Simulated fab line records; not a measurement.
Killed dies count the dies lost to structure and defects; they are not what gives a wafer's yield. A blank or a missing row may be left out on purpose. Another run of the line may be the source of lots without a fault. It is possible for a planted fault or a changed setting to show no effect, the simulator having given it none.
Chamber matching + flow nandHarc + NHARC_A_STAIRCASE_DEP_417 on pecvd-01: 3 sister chambers
The step deposits Si3N4, target thk 60 nm. 6 wafers are shown with their chamber, then 10 later ones without.

## WAFERS, EACH WITH ITS CHAMBER
| wafer  | chamber | heaterPowerW (W) |
|--------|---------|------------------|
| L087.5 | 2       | 641              |
| L089.4 | 0       | 682              |
| L089.5 | 1       | 749              |
| L089.6 | 2       | 568              |
| L090.2 | 0       | 665              |
| L090.4 | 1       | 630              |

## WAFERS WHOSE CHAMBER IS MISSING
| wafer  | heaterPowerW (W) |
|--------|------------------|
| L090.6 | 630              |
| L091.1 | 779              |
| L091.3 | 660              |
| L091.6 | 758              |
| L092.1 | 693              |
| L092.3 | 648              |
| L092.5 | 687              |
| L095.3 | 636              |
| L095.5 | 690              |
| L095.6 | 663              |

## EACH ONE'S CHAMBER
| wafer  | from the rows above          | in truth |
|--------|------------------------------|----------|
| L090.6 | can't be placed: 2 or 0 or 1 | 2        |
| L091.1 | can't be placed: 1 or 0 or 2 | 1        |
| L091.3 | can't be placed: 0 or 1 or 2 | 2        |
| L091.6 | can't be placed: 1 or 0 or 2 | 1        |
| L092.1 | can't be placed: 1 or 0 or 2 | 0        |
| L092.3 | can't be placed: 0 or 1 or 2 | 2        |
| L092.5 | can't be placed: 1 or 0 or 2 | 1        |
| L095.3 | can't be placed: 2 or 0 or 1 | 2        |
| L095.5 | can't be placed: 1 or 0 or 2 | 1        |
| L095.6 | can't be placed: 0 or 1 or 2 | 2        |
Placed correctly: 0 of 10. Can't be placed from these rows: 10 (the true chamber is among the candidates in 10). Number placed wrongly: 0.
How it was worked out, from the rows above alone: a wafer's distance from a chamber is the root of the sum, over the readings, of the square of ((its reading less the chamber's mean) divided by the reading's scatter). The wafer belongs to the nearest chamber; if the next one is less than 2 further off, it can't be placed. Each chamber's mean is taken over the wafers shown for it. How the scatter is found: for the shown wafers, subtract from each reading the mean of its chamber, square and add these, divide the total by (wafers less chambers), then take the root.
